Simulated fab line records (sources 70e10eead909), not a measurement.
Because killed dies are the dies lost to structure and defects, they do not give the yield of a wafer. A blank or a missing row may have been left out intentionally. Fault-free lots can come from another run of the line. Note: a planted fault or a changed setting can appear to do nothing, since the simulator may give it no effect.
Chamber matching :: flow nandHarc :: NHARC_A_CHANNEL_FILL_D1_CMP_10 on cmp-03: 4 sister chambers
The step polishes, target thk 150 nm. 7 wafers are shown with their chamber, then 7 later ones without.

WAFERS PAIRED WITH THEIR CHAMBERS
wafer: L519.5
chamber: 3
motorCurrentA (A): 13.8
timeToEndpointS (s): 20.2

wafer: L521.3
chamber: 3
motorCurrentA (A): 13.3
timeToEndpointS (s): 16.7

wafer: L525.4
chamber: 0
motorCurrentA (A): 12.3
timeToEndpointS (s): 15.9

wafer: L525.5
chamber: 2
motorCurrentA (A): 12.4
timeToEndpointS (s): 18.0

wafer: L525.6
chamber: 1
motorCurrentA (A): 11.5
timeToEndpointS (s): 14.0

wafer: L523.1
chamber: 0
motorCurrentA (A): 12.3
timeToEndpointS (s): 16.8

wafer: L523.3
chamber: 1
motorCurrentA (A): 12.7
timeToEndpointS (s): 15.7

WAFERS WHOSE CHAMBER IS MISSING
wafer: L523.4
motorCurrentA (A): 12.2
timeToEndpointS (s): 21.9

wafer: L526.3
motorCurrentA (A): 12.5
timeToEndpointS (s): 10.9

wafer: L526.4
motorCurrentA (A): 13.1
timeToEndpointS (s): 16.0

wafer: L526.5
motorCurrentA (A): 12.7
timeToEndpointS (s): 18.6

wafer: L529.1
motorCurrentA (A): 12.4
timeToEndpointS (s): 13.7

wafer: L529.5
motorCurrentA (A): 12.7
timeToEndpointS (s): 21.4

wafer: L529.6
motorCurrentA (A): 12.1
timeToEndpointS (s): 15.6

THE CHAMBER EACH PASSED THROUGH
wafer: L523.4
from the rows above: can't be placed: 2 or 3 or 0 or 1
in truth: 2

wafer: L526.3
from the rows above: can't be placed: 1 or 0 or 2
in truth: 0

wafer: L526.4
from the rows above: can't be placed: 0 or 3 or 2 or 1
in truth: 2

wafer: L526.5
from the rows above: can't be placed: 2 or 0 or 3 or 1
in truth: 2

wafer: L529.1
from the rows above: can't be placed: 1 or 0 or 2
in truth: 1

wafer: L529.5
from the rows above: can't be placed: 2 or 3 or 0
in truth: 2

wafer: L529.6
from the rows above: can't be placed: 1 or 0 or 2
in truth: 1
0 of 7 placed correctly. From these rows, 7 cannot be placed; in 7 the true chamber is one of the candidates. Number placed wrongly: 0.
How it was worked out, from the rows above alone: a wafer's distance from a chamber is the root of the sum, over the readings, of the square of ((its reading less the chamber's mean) divided by the reading's scatter). If the next closest chamber is less than 2 further off than the closest, the wafer can't be placed; otherwise it belongs to the closest. The mean given for a chamber averages the wafers shown for that chamber. The scatter is the square root of a quotient: the sum, over the shown wafers, of each reading's squared deviation from its chamber's mean, divided by wafers minus chambers.
